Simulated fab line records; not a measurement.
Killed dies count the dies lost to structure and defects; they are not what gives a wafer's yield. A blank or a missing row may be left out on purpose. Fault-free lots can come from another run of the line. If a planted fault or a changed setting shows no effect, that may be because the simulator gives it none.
Which tool is to blame? -- flow n5_finfet -- 24 lots, 72 wafers sampled, at 6 steps of a route of 1938

== WHAT THE GAUGES READ, wafer by wafer ==
Not one reading of a measure or inspect step in the record can be checked against a usual standard deviation.

== TOOL THAT RAN EACH LOT (tool first, then ch and the chambers of the sampled wafers, then the start) ==
lot,N5_BEOL_M4_ETCHBACK_99,N5_BEOL_M4_VIA_ETCH_34,N5_BEOL_M4_ALD_84,N5_BEOL_M4_SPUTTER_81,N5_BEOL_M4_SPUTTER_86,N5_BEOL_M4_ANNEAL_95
L074,"rie_diel-02 ch 0,1,2, day 7 18:59","rie_diel-02 ch 0,1,2, day 7 19:07","ald_metal-03 ch 0,1, day 7 19:41","pvd_sputter-02, day 7 22:04","pvd_sputter-02, day 7 22:17","pvd_sputter-02, day 7 23:15"
L076,"rie_diel-03 ch 0,3, day 7 22:03","rie_diel-03 ch 0,3, day 7 22:12","ald_metal-03 ch 1,3, day 7 23:16","pvd_sputter-03, day 8 00:17","pvd_sputter-03, day 8 00:31","pvd_sputter-03, day 8 01:28"
L075,"rie_diel-04 ch 0,2,3, day 8 16:30","rie_diel-04 ch 0,2,3, day 8 16:38","ald_metal-02 ch 0,3, day 8 17:20","pvd_sputter-03, day 8 19:55","pvd_sputter-03, day 8 20:08","pvd_sputter-03, day 8 21:05"
L077,"rie_diel-03 ch 0,1, day 8 19:11","rie_diel-03 ch 0,1, day 8 19:19","ald_metal-02 ch 0,3, day 8 20:04","pvd_sputter-01, day 8 20:58","pvd_sputter-01, day 8 21:11","pvd_sputter-01, day 8 22:08"
L078,"rie_diel-02 ch 0,1,2, day 8 19:12","rie_diel-02 ch 0,1,2, day 8 19:20","ald_metal-03 ch 1,2,3, day 8 20:06","pvd_sputter-02, day 8 21:00","pvd_sputter-02, day 8 21:13","pvd_sputter-02, day 8 22:11"
L079,"rie_diel-03 ch 0,1,3, day 8 21:49","rie_diel-03 ch 0,1,3, day 8 21:58","ald_metal-03 ch 1,2,3, day 8 22:52","pvd_sputter-03, day 8 23:42","pvd_sputter-03, day 8 23:55","pvd_sputter-03, day 9 00:53"
L080,"rie_diel-04 ch 0,1, day 9 17:07","rie_diel-04 ch 0,1, day 9 17:16","ald_metal-03 ch 0,1,3, day 9 17:52","pvd_sputter-02, day 9 19:01","pvd_sputter-02, day 9 19:14","pvd_sputter-02, day 9 20:11"
L081,"rie_diel-03 ch 0,1,2, day 9 17:13","rie_diel-03 ch 0,1,2, day 9 17:22","ald_metal-01 ch 0,1,2, day 9 17:56","pvd_sputter-03, day 9 20:33","pvd_sputter-03, day 9 20:46","pvd_sputter-03, day 9 21:47"
L082,"rie_diel-03 ch 1,2,3, day 9 20:00","rie_diel-03 ch 1,2,3, day 9 20:09","ald_metal-03 ch 0,1,2, day 9 21:04","pvd_sputter-02, day 9 22:15","pvd_sputter-02, day 9 22:28","pvd_sputter-02, day 9 23:26"
L085,"rie_diel-03 ch 0,3, day 10 00:43","rie_diel-03 ch 0,3, day 10 00:52","ald_metal-02 ch 1,2,3, day 10 01:46","pvd_sputter-01, day 10 02:40","pvd_sputter-01, day 10 02:53","pvd_sputter-01, day 10 03:50"
L083,"rie_diel-03 ch 1,2,3, day 10 01:12","rie_diel-03 ch 1,2,3, day 10 01:20","ald_metal-03 ch 2,3, day 10 01:55","pvd_sputter-02, day 10 03:14","pvd_sputter-02, day 10 03:27","pvd_sputter-02, day 10 04:25"
L084,"rie_diel-02 ch 0,2, day 10 19:59","rie_diel-02 ch 0,2, day 10 20:08","ald_metal-02 ch 0,1,2, day 10 21:15","pvd_sputter-01, day 10 22:08","pvd_sputter-01, day 10 22:22","pvd_sputter-01, day 10 23:19"
L086,"rie_diel-02 ch 0,1,2, day 11 16:42","rie_diel-02 ch 0,1,2, day 11 16:51","ald_metal-03 ch 0,1, day 11 17:43","pvd_sputter-03, day 11 20:00","pvd_sputter-03, day 11 20:13","pvd_sputter-03, day 11 21:11"
L089,"rie_diel-03 ch 2,3, day 11 16:53","rie_diel-03 ch 2,3, day 11 17:02","ald_metal-02 ch 1,2,3, day 11 18:26","pvd_sputter-02, day 11 20:28","pvd_sputter-02, day 11 20:41","pvd_sputter-02, day 11 21:39"
L087,"rie_diel-03 ch 0,3, day 11 22:22","rie_diel-03 ch 0,3, day 11 22:31","ald_metal-02 ch 0,1, day 11 23:04","pvd_sputter-01, day 12 00:00","pvd_sputter-01, day 12 00:13","pvd_sputter-01, day 12 01:11"
L088,"rie_diel-04 ch 1,2,3, day 11 22:35","rie_diel-04 ch 1,2,3, day 11 22:43","ald_metal-02 ch 2,3, day 11 23:29","pvd_sputter-02, day 12 01:20","pvd_sputter-02, day 12 01:34","pvd_sputter-02, day 12 02:31"
L090,"rie_diel-02 ch 1,3, day 12 02:14","rie_diel-02 ch 1,3, day 12 02:22","ald_metal-03 ch 0,1, day 12 03:22","pvd_sputter-03, day 12 04:16","pvd_sputter-03, day 12 04:29","pvd_sputter-03, day 12 05:27"
L091,"rie_diel-02 ch 0,2,3, day 12 02:36","rie_diel-02 ch 0,2,3, day 12 02:44","ald_metal-02 ch 0,1,2, day 12 03:28","pvd_sputter-02, day 12 05:46","pvd_sputter-02, day 12 05:59","pvd_sputter-02, day 12 06:56"
L093,"rie_diel-03 ch 1,2,3, day 12 18:20","rie_diel-03 ch 1,2,3, day 12 18:29","ald_metal-01 ch 1,2,3, day 12 19:29","pvd_sputter-03, day 12 22:13","pvd_sputter-03, day 12 22:26","pvd_sputter-03, day 12 23:24"
L092,"rie_diel-04 ch 2,3, day 12 22:36","rie_diel-04 ch 2,3, day 12 22:45","ald_metal-02 ch 2,3, day 12 23:51","pvd_sputter-01, day 13 00:56","pvd_sputter-01, day 13 01:09","pvd_sputter-01, day 13 02:07"
L094,"rie_diel-02 ch 1,2,3, day 12 22:58","rie_diel-02 ch 1,2,3, day 12 23:06","ald_metal-01 ch 0,3, day 13 00:01","pvd_sputter-03, day 13 01:06","pvd_sputter-03, day 13 01:19","pvd_sputter-03, day 13 02:17"
L095,"rie_diel-03 ch 0,1,3, day 13 01:58","rie_diel-03 ch 0,1,3, day 13 02:07","ald_metal-02 ch 0,1,3, day 13 02:46","pvd_sputter-03, day 13 03:40","pvd_sputter-03, day 13 03:53","pvd_sputter-03, day 13 04:51"
L096,"rie_diel-03 ch 0,1,2, day 14 07:35","rie_diel-03 ch 0,1,2, day 14 07:44","ald_metal-03 ch 0,1, day 14 08:40","pvd_sputter-02, day 14 09:36","pvd_sputter-02, day 14 09:49","pvd_sputter-02, day 14 10:47"
L097,"rie_diel-02 ch 1,2, day 14 09:43","rie_diel-02 ch 1,2, day 14 09:52","ald_metal-02 ch 0,1,2, day 14 10:41","pvd_sputter-02, day 14 13:17","pvd_sputter-02, day 14 13:30","pvd_sputter-02, day 14 14:28"
- N5_BEOL_M4_ETCHBACK_99: etches SiO2 in CHF3, target depth 5 nm, time 10.4 s.
- N5_BEOL_M4_VIA_ETCH_34: etches the open film in C4F6/O2, target depth 69.4 nm, time 65.9 s.
- N5_BEOL_M4_ALD_84: deposits TaN, pulse time 2 s, purge time 3 s, co reactant purge time 2 s.
- N5_BEOL_M4_SPUTTER_81: material Cu, target thk 4.5 nm, time 8.29 s.
- N5_BEOL_M4_SPUTTER_86: material Cu, target thk 4.5 nm, time 8.29 s.
- N5_BEOL_M4_ANNEAL_95: time 240 s.

== WHAT THE TOOLS THEMSELVES READ (means of the sampled wafers that have a number; where no wafer has one, the mark that the record gives instead) ==
N5_BEOL_M4_ETCHBACK_99.
lot,tool,drypump_motor_current_A (A),oes_product_au (a.u.),rf_vpp_V (V),showerhead_plenum_p_Torr (Torr),throttle_valve_pct (%)
L074,rie_diel-02,5.9,0.92,238,2.14,16.91
L076,rie_diel-03,5.4,0.85,239,2.08,17.06
L075,rie_diel-04,5.9,0.77,237,2.16,17.17
L077,rie_diel-03,5.5,0.96,236,2.11,17.17
L078,rie_diel-02,5.9,0.89,239,2.13,16.93
L079,rie_diel-03,5.4,0.86,240,2.09,17.17
L080,rie_diel-04,5.4,0.82,235,2.09,17.19
L081,rie_diel-03,5.6,0.89,239,2.11,17.10
L082,rie_diel-03,5.5,0.83,243,2.09,17.16
L085,rie_diel-03,5.3,0.83,240,2.08,17.10
L083,rie_diel-03,5.5,0.83,244,2.09,17.17
L084,rie_diel-02,5.5,0.86,239,2.12,17.02
L086,rie_diel-02,5.9,0.85,237,2.13,16.97
L089,rie_diel-03,5.4,0.73,246,2.05,17.20
L087,rie_diel-03,5.3,0.74,244,2.05,17.21
L088,rie_diel-04,6.1,0.86,238,2.15,16.93
L090,rie_diel-02,6.3,0.86,234,2.16,16.87
L091,rie_diel-02,5.6,0.87,239,2.19,16.94
L093,rie_diel-03,5.5,0.79,242,2.08,17.22
L092,rie_diel-04,6.3,0.87,239,2.19,16.97
L094,rie_diel-02,5.9,0.84,235,2.16,16.96
L095,rie_diel-03,5.4,0.81,240,2.08,17.22
L096,rie_diel-03,5.5,0.85,237,2.09,17.16
L097,rie_diel-02,5.9,0.81,235,2.08,17.09

N5_BEOL_M4_VIA_ETCH_34.
lot,tool,drypump_motor_current_A (A),oes_product_au (a.u.),rf_vpp_V (V),showerhead_plenum_p_Torr (Torr),throttle_valve_pct (%)
L074,rie_diel-02,5.9,0.92,659,2.82,30.72
L076,rie_diel-03,5.4,0.85,663,2.76,30.74
L075,rie_diel-04,5.9,0.78,656,2.85,30.89
L077,rie_diel-03,5.5,0.95,655,2.79,30.93
L078,rie_diel-02,5.9,0.89,658,2.82,30.74
L079,rie_diel-03,5.4,0.85,665,2.76,30.86
L080,rie_diel-04,5.4,0.82,650,2.76,31.02
L081,rie_diel-03,5.6,0.91,657,2.78,30.85
L082,rie_diel-03,5.5,0.82,671,2.76,30.90
L085,rie_diel-03,5.4,0.83,663,2.75,30.76
L083,rie_diel-03,5.5,0.83,670,2.75,30.90
L084,rie_diel-02,5.5,0.87,661,2.81,30.88
L086,rie_diel-02,5.9,0.85,657,2.81,30.75
L089,rie_diel-03,5.4,0.72,680,2.71,30.86
L087,rie_diel-03,5.3,0.74,675,2.71,30.82
L088,rie_diel-04,6.1,0.85,657,2.85,30.67
L090,rie_diel-02,6.3,0.86,648,2.86,30.61
L091,rie_diel-02,5.6,0.86,662,2.88,30.72
L093,rie_diel-03,5.5,0.80,670,2.75,30.92
L092,rie_diel-04,6.3,0.87,664,2.89,30.73
L094,rie_diel-02,5.9,0.84,651,2.85,30.73
L095,rie_diel-03,5.4,0.81,665,2.75,30.89
L096,rie_diel-03,5.6,0.83,657,2.77,30.89
L097,rie_diel-02,5.9,0.81,650,2.76,30.92

N5_BEOL_M4_ALD_84.
lot,tool,heater_power_w (W),mfc_carrier_sccm (sccm)
L074,ald_metal-03,445,1503
L076,ald_metal-03,459,1500
L075,ald_metal-02,412,1503
L077,ald_metal-02,410,1494
L078,ald_metal-03,470,1498
L079,ald_metal-03,461,1496
L080,ald_metal-03,456,1499
L081,ald_metal-01,454,1500
L082,ald_metal-03,453,1503
L085,ald_metal-02,409,1504
L083,ald_metal-03,422,1497
L084,ald_metal-02,421,1499
L086,ald_metal-03,444,1500
L089,ald_metal-02,419,1501
L087,ald_metal-02,411,1502
L088,ald_metal-02,422,1500
L090,ald_metal-03,441,1501
L091,ald_metal-02,417,1498
L093,ald_metal-01,454,1503
L092,ald_metal-02,439,1499
L094,ald_metal-01,473,1501
L095,ald_metal-02,403,1501
L096,ald_metal-03,446,1500
L097,ald_metal-02,418,1501

N5_BEOL_M4_SPUTTER_81.
lot,tool,chuck_gas_flow_sccm (sccm),throttle_valve_pct (%)
L074,pvd_sputter-02,1.28,30.2
L076,pvd_sputter-03,1.23,29.9
L075,pvd_sputter-03,1.25,30.2
L077,pvd_sputter-01,1.25,29.9
L078,pvd_sputter-02,1.25,30.1
L079,pvd_sputter-03,1.26,30.3
L080,pvd_sputter-02,1.25,29.1
L081,pvd_sputter-03,1.26,30.1
L082,pvd_sputter-02,1.27,29.3
L085,pvd_sputter-01,1.26,29.4
L083,pvd_sputter-02,1.29,29.8
L084,pvd_sputter-01,1.28,28.9
L086,pvd_sputter-03,1.22,30.5
L089,pvd_sputter-02,1.24,29.8
L087,pvd_sputter-01,1.26,29.9
L088,pvd_sputter-02,1.27,30.1
L090,pvd_sputter-03,1.24,30.9
L091,pvd_sputter-02,1.26,29.7
L093,pvd_sputter-03,1.24,29.9
L092,pvd_sputter-01,1.26,29.8
L094,pvd_sputter-03,1.29,30.4
L095,pvd_sputter-03,1.25,29.8
L096,pvd_sputter-02,1.31,29.5
L097,pvd_sputter-02,1.31,29.6

N5_BEOL_M4_SPUTTER_86.
lot,tool,chuck_gas_flow_sccm (sccm),throttle_valve_pct (%)
L074,pvd_sputter-02,1.26,30.3
L076,pvd_sputter-03,1.26,29.9
L075,pvd_sputter-03,1.27,30.1
L077,pvd_sputter-01,1.23,29.7
L078,pvd_sputter-02,1.26,30.0
L079,pvd_sputter-03,1.20,30.4
L080,pvd_sputter-02,1.28,29.1
L081,pvd_sputter-03,1.27,30.3
L082,pvd_sputter-02,1.24,29.4
L085,pvd_sputter-01,1.20,29.2
L083,pvd_sputter-02,1.29,29.6
L084,pvd_sputter-01,1.27,28.9
L086,pvd_sputter-03,1.31,30.5
L089,pvd_sputter-02,1.23,29.7
L087,pvd_sputter-01,1.23,29.8
L088,pvd_sputter-02,1.21,30.0
L090,pvd_sputter-03,1.24,31.0
L091,pvd_sputter-02,1.33,29.7
L093,pvd_sputter-03,1.27,30.0
L092,pvd_sputter-01,1.26,30.0
L094,pvd_sputter-03,1.23,30.3
L095,pvd_sputter-03,1.24,29.9
L096,pvd_sputter-02,1.32,29.4
L097,pvd_sputter-02,1.31,29.3

N5_BEOL_M4_ANNEAL_95.
lot,tool,heater_power_w (W)
L074,pvd_sputter-02,777
L076,pvd_sputter-03,748
L075,pvd_sputter-03,751
L077,pvd_sputter-01,994
L078,pvd_sputter-02,819
L079,pvd_sputter-03,811
L080,pvd_sputter-02,858
L081,pvd_sputter-03,755
L082,pvd_sputter-02,843
L085,pvd_sputter-01,852
L083,pvd_sputter-02,816
L084,pvd_sputter-01,982
L086,pvd_sputter-03,803
L089,pvd_sputter-02,824
L087,pvd_sputter-01,985
L088,pvd_sputter-02,802
L090,pvd_sputter-03,800
L091,pvd_sputter-02,824
L093,pvd_sputter-03,755
L092,pvd_sputter-01,870
L094,pvd_sputter-03,801
L095,pvd_sputter-03,736
L096,pvd_sputter-02,838
L097,pvd_sputter-02,838

== THE ANSWER, worked out from the rows above alone ==
Rule: usual is defined by the lots themselves. The widest of any qualifying gaps counts: lots, ordered by their means at a reading, are off when they make up no more than a third of the lots, leave a main group of 4 or more, and stand apart from it by 3 or more times the standard deviation of that group's means. Not used: any main group whose means are identical at the precision the tables above print for the reading. Also off: a lot with no number at a reading for which 4 or more lots have one. The other lots that the step has rows for count as sound. After the gauges, taken in route order, come the tools' own readings; for these a lot's mean is taken, as printed above. At the first step where some lot is off, the reading lying furthest off is the one used; lots without a number count as furthest.
No lot is off at any reading shown: from this, nothing can be told.

== WHAT THE SIMULATOR PUT IN ==
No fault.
